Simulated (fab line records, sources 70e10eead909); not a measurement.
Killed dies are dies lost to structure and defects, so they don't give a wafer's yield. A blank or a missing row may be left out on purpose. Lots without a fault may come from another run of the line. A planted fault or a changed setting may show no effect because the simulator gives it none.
fab line records | flow nand_harc
record lots=6 wafers=18 last_day=33
route steps=1302 shown A_SLIT@945 A_SIN_REMOVE@947 A_WL_FILL@952
lots that met no fault: from a run of the same line without faults
start_h: hours from the record's first day to the start of the lot's first wafer shown | wait_h: hours since the lot's step before | " the same as in the row above | L1.1+2: a row that stands for several wafers | - no value, or no start given | * or withheld: withheld | < > ~ a bound
route shown NAME@n: a module of which the file shows steps, and the number in the route of the first | usual: mean/standard deviation of fault-free wafers | same: alike in all rows | chamber/n: place in a boat | sites: the reading at each site | _std_site: their standard deviation | _edge_site: outer sites' mean less inner sites' | radius_mm: how far each site lies from the wafer's centre | mask NAME#n: copy n | behind: the tool/chamber that last shaped the wafer | hold: why the lot was held/for how many hours/how that ended | device: the transistor (n, p or np) that didn't switch | end of line: the same wafers' tests at the end of the route | a step without rows: its recipe alone | killed: dies lost to structure and defects at the first sort, not the wafer's yield | map: a wafer's dies, x killed, . not, _ none there
set.NAME: the setting as run; set.NAME@STEP: as run at that earlier step | model.NAME: the simulator's own value behind a step, which no gauge read
lots at some steps of the route; a table a step, a row a wafer
services: from which hour (start_h, from the record's first day; less than 0 if before it) a tool's chamber was out of use, for how many hours, and why
## steps
# step NHARC_A_SLIT_SRD_20
# step NHARC_A_SLIT_CD_MEAS_21
# usual cd_nm=288.8/0.92
# columns lot.wafer tool chamber start_h wait_h cd_nm
L203.3 cd_sem-02 - 461.14 - 287.5
L203.5 " - " " 287.7
L203.6 " - " " 288.2
L216.1 cd_sem-02 - 584.78 - 289.5
L216.4 " - " " 288.9
L216.5 " - " " 289.1
L218.1 cd_sem-02 - 599.82 - 289.1
L218.2 " - " " 289.1
L218.4 " - " " 288.2
L224.1 cd_sem-01 - 662.61 - 288.7
L224.2 " - " " 287.7
L224.4 " - " " 289.4
L225.2 cd_sem-02 - 674.39 - 288.8
L225.4 " - " " 289.2
L225.6 " - " " 288.7
L226.1 cd_sem-03 - 689.04 - 289.8
L226.5 " - " " 288.6
L226.6 " - " " 290.1
# step NHARC_A_SIN_REMOVE_WET_00
# recipe temp_c=160 time_s=15300 chemistry=H3PO4
# step NHARC_A_SIN_REMOVE_PRECLEAN_01
# recipe time_s=* temp_c=50 bath_age_min=0 chemistry=SC1
# step NHARC_A_SIN_REMOVE_SRD_02
# step NHARC_A_SIN_REMOVE_INSPECT_04
# usual raw_defect_count=360/78
# columns lot.wafer tool chamber start_h wait_h raw_defect_count
L203.3 defect_inspect-01 - 467.71 0.0 274
L203.5 " - " " 254
L203.6 " - " " 301
L216.1 defect_inspect-02 - 591.33 0.0 434
L216.4 " - " " 355
L216.5 " - " " 322
L218.1 defect_inspect-02 - 606.84 0.0 406
L218.2 " - " " 458
L218.4 " - " " 423
L224.1 defect_inspect-01 - 669.24 0.0 373
L224.2 " - " " 280
L224.4 " - " " 391
L225.2 defect_inspect-02 - 681.08 0.0 333
L225.4 " - " " 323
L225.6 " - " " 353
L226.1 defect_inspect-01 - 695.67 0.0 345
L226.5 " - " " 353
L226.6 " - " " 291
# step NHARC_A_WL_FILL_ALD_00
# recipe target_thk_a=30 pulse_time_s=3 ald_cycles=30 temp_c=300 material=Al2O3
# usual heater_power_w=478/48 precursor_pulse_height_rel=0.999/0.018
# columns lot.wafer tool chamber start_h wait_h heater_power_w precursor_pulse_height_rel
L203.3 ald_hk-04 2 467.86 0.1 548 0.994
L203.5 " 3 " " 473 0.999
L203.6 " 0 " " 508 0.993
L216.4 ald_hk-04 3 591.40 0.1 484 0.996
L216.1 " 2 " " 545 1.014
L216.5 " 0 " " 533 0.995
L218.4 ald_hk-02 1 606.91 0.1 468 0.980
L218.2 " 3 " " 474 0.995
L218.1 " 0 " " 396 1.004
L224.4 ald_hk-01 0 669.31 0.1 464 1.003
L224.2 " 2 " " 395 0.966
L224.1 " 3 " " 443 1.010
L225.4 ald_hk-02 2 681.71 0.6 459 1.033
L225.2 " 3 " " 479 1.030
L225.6 " 3 " " 481 0.978
L226.1 ald_hk-01 1 695.79 0.1 495 0.986
L226.6 " 3 " " 441 0.981
L226.5 " 0 " " 463 0.982
# step NHARC_A_WL_FILL_RTA_01
# recipe temp_c=1000 time_s=5
# usual lamp_power_pct=30.4/2.9 wafer_temp_C_max=1004.1/0.92
# columns lot.wafer tool chamber start_h wait_h lamp_power_pct wafer_temp_C_max
L203.3 rtp_anneal-02 0 468.10 - 27.9 1004.3
L203.5 " 0 " " 27.9 1004.0
L203.6 " 0 " " 27.9 1005.2
L216.1 rtp_anneal-01 0 591.66 - 33.8 1003.6
L216.4 " 0 " " 33.8 1006.6
L216.5 " 0 " " 33.8 1004.1
L218.1 rtp_anneal-02 0 607.31 - 27.8 1003.6
L218.2 " 0 " " 27.9 1003.1
L218.4 " 0 " " 27.9 1003.5
L224.1 rtp_anneal-02 0 669.57 - 27.9 1003.3
L224.2 " 0 " " 27.9 1002.7
L224.4 " 0 " " 27.9 1003.3
L225.2 rtp_anneal-02 0 682.00 - 27.9 1005.6
L225.4 " 0 " " 27.9 1004.7
L225.6 " 0 " " 27.9 1003.9
L226.1 rtp_anneal-02 0 696.00 - 27.9 1005.3
L226.5 " 0 " " 27.9 1004.3
L226.6 " 0 " " 27.9 1003.8
# step NHARC_A_WL_FILL_ALD_02
# recipe target_thk_a=20 pulse_time_s=3 ald_cycles=100 temp_c=450 material=TiN
# usual heater_power_w=1031/110 precursor_pulse_height_rel=0.999/0.02
# columns lot.wafer tool chamber start_h wait_h heater_power_w precursor_pulse_height_rel
L203.3 ald_metal-04 3 468.33 0.2 919 1.031
L203.6 " 1 " " 948 0.957
L203.5 " 2 " " 878 0.996
L216.4 ald_metal-03 2 591.88 0.1 1267 1.017
L216.1 " 3 " " 1083 1.021
L216.5 " 2 " " 1254 1.007
L218.4 ald_metal-02 0 607.53 0.1 947 0.991
L218.2 " 1 " " 970 1.031
L218.1 " 2 " " 954 1.020
L224.2 ald_metal-02 1 669.79 0.2 1004 0.972
L224.4 " 2 " " 997 1.012
L224.1 " 0 " " 968 1.001
L225.4 ald_metal-02 3 682.19 0.1 1102 1.006
L225.2 " 0 " " 965 0.967
L225.6 " 0 " " 963 0.980
L226.1 ald_metal-02 0 696.33 0.3 982 1.022
L226.6 " 1 " " 1029 1.039
L226.5 " 2 " " 1001 0.982
# step NHARC_A_WL_FILL_CVD_03
# recipe target_thk_a=400 temp_c=300 pressure_torr=40 wf6_flow_sccm=40 h2_flow_sccm=1600 ar_flow_sccm=1560 time_s=279 material=W
# usual heater_power_w=444/42 throttle_valve_pct=8.12/0.17
# columns lot.wafer tool chamber start_h wait_h heater_power_w throttle_valve_pct
L203.3 cvd_w-02 0 468.85 0.2 495 8.10
L203.5 " 1 " " 389 8.16
L203.6 " 0 " " 496 8.07
L216.1 cvd_w-02 1 592.36 0.1 403 8.37
L216.4 " 0 " " 503 8.16
L216.5 " 0 " " 485 8.28
L218.2 cvd_w-02 1 607.96 0.1 389 8.09
L218.1 " 0 " " 502 8.25
L218.4 " 1 " " 399 8.14
L224.2 cvd_w-02 0 670.22 0.1 464 7.86
L224.1 " 1 " " 384 8.16
L224.4 " 1 " " 382 7.93
L225.2 cvd_w-02 1 682.62 0.1 374 8.26
L225.4 " 0 " " 467 8.15
L225.6 " 1 " " 378 8.07
L226.1 cvd_w-01 1 696.70 0.1 419 8.31
L226.6 " 0 " " 455 8.31
L226.5 " 1 " " 428 8.21
# step NHARC_A_WL_FILL_ETCHBACK_04
# recipe target_depth_a=600 time_s=120 chemistry=NF3
# usual drypump_motor_current_A=5.7/0.65 oes_product_au=1.014/0.014 run_length_s=141.3/0.36
# columns lot.wafer tool chamber start_h wait_h drypump_motor_current_A oes_product_au rf_hours_counter_h run_length_s
L203.3 rie_metal-03 1 469.17 0.3 5.4 0.970 - 141.1
L203.6 " 0 " " 4.9 1.008 - 141.5
L203.5 " 1 " " 5.4 0.986 - 141.4
L216.1 rie_metal-02 0 592.71 0.3 6.6 1.009 2.6 91.3
L216.4 " 0 " " 6.7 1.018 - 91.3
L216.5 " 1 " " 6.1 1.023 - 141.4
L218.2 rie_metal-02 1 608.33 0.3 6.1 1.028 3.1 141.5
L218.1 " 0 " " 6.7 1.020 3.1 91.1
L218.4 " 0 " " 6.7 1.030 - 91.7
L224.2 rie_metal-01 0 670.60 0.3 5.0 1.012 1.5 141.3
L224.1 " 1 " " 6.1 1.010 1.5 140.9
L224.4 " 1 " " 6.1 1.009 - 140.6
L225.2 rie_metal-02 0 683.02 0.4 6.7 1.003 0.6 141.0
L225.4 " 0 " " 6.7 1.009 - 141.4
L225.6 " 1 " " 6.1 1.006 - 141.4
L226.1 rie_metal-02 0 697.02 0.3 6.7 0.997 1.0 141.7
L226.6 " 0 " " 6.7 1.004 - 141.0
L226.5 " 1 " " 6.1 1.015 - 141.8
# step NHARC_A_WL_FILL_ETCHBACK_05
# recipe target_depth_a=220 time_s=60 temp_c=40 chemistry=Cl2/BCl3
# usual drypump_motor_current_A=5.7/0.65 oes_product_au=1.012/0.015 run_length_s=81.3/0.35
# columns lot.wafer tool chamber start_h wait_h drypump_motor_current_A oes_product_au rf_hours_counter_h run_length_s
L203.3 rie_metal-03 1 469.33 0.1 5.4 0.980 - 81.1
L203.6 " 1 " " 5.4 0.978 - 81.2
L203.5 " 0 " " 4.9 1.004 - 81.6
L216.1 rie_metal-02 1 592.93 0.2 6.0 1.030 2.8 81.3
L216.4 " 1 " " 6.1 1.031 - 81.3
L216.5 " 0 " " 6.7 1.025 - 81.1
L218.2 rie_metal-02 1 608.64 0.3 6.1 1.038 3.2 81.2
L218.1 " 0 " " 6.6 1.021 3.2 81.2
L218.4 " 1 " " 6.1 1.039 - 81.4
L224.1 rie_metal-01 1 670.84 0.2 6.1 1.017 1.6 80.7
L224.2 " 0 " " 4.9 1.019 1.6 81.5
L224.4 " 1 " " 6.1 0.999 - 80.9
L225.2 rie_metal-02 1 683.23 0.2 6.1 1.018 0.7 81.4
L225.4 " 1 " " 6.0 1.009 - 81.3
L225.6 " 1 " " 6.0 1.015 - 81.1
L226.1 rie_metal-02 0 697.27 0.2 6.7 1.003 1.2 81.0
L226.6 " 1 " " 6.1 1.009 - 81.9
L226.5 " 0 " " 6.7 0.991 - 81.5
## services
# columns tool chamber start_h hours kind
cvd_w-02 - 450.00 13.0 pm
ald_metal-04 - 453.91 2.2 repair
rie_metal-02 - 454.00 9.0 pm
ald_metal-03 0 460.01 2.5 repair
ald_metal-04 - 474.00 10.0 pm
ald_metal-02 2 502.68 27.2 repair
ald_metal-02 1 513.42 2.0 repair
rie_metal-03 - 519.18 9.0 pm
ald_metal-04 1 524.48 9.4 repair
ald_hk-02 - 526.05 10.0 pm
rie_metal-01 1 540.75 14.5 repair
cvd_w-01 - 547.00 13.0 pm
rie_metal-02 0 564.21 1.0 repair
rie_metal-01 - 575.00 9.0 pm
rie_metal-03 - 575.05 2.2 repair
ald_metal-02 - 610.00 10.0 pm
ald_hk-04 - 611.48 10.0 pm
cvd_w-02 - 631.00 13.0 pm
rie_metal-02 - 631.00 9.0 pm
rie_metal-03 - 648.48 0.2 repair
ald_hk-01 - 658.00 10.0 pm
ald_hk-02 - 671.26 0.5 repair
ald_hk-01 - 684.22 0.4 repair
rie_metal-03 - 696.18 9.0 pm
## key
first_sign step=NHARC_A_WL_FILL_ETCHBACK_04 reading=run_length_s direction=down sigmas=99+ usual=* struck=*
effect none on later readings
met_at NHARC_A_WL_FILL_ETCHBACK_04
struck_wafers L216.1,L216.4,L218.1,L218.4
later_rows_left_out L216.1,L216.4,L218.1,L218.4
sort_left_out L216.1,L216.4,L218.1,L218.4
tester_left_out L216,L218
fault kind=process_parameter_drift tool=rie_metal-02 chamber=0 onset_h=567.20 steps=NHARC_A_WL_FILL_ETCHBACK_04 channel=time_s offset=* shape=step end_h=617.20 acts_in=* stated=*
# tester_left_out: of these lots the tester's yield and bins aren't shown, on N5 and GAA mostly nor the transistor test; their killed dies are dies lost to structure and defects alone, not to doping, threshold or leakage, so they don't give the yield
# sort_left_out: the simulated sort isn't trusted on such a fault, so these wafers' sort isn't shown, and their yield isn't known
# later_rows_left_out: the simulator's readings of these wafers behind a module that went badly wrong aren't trusted and aren't shown, but for the sort
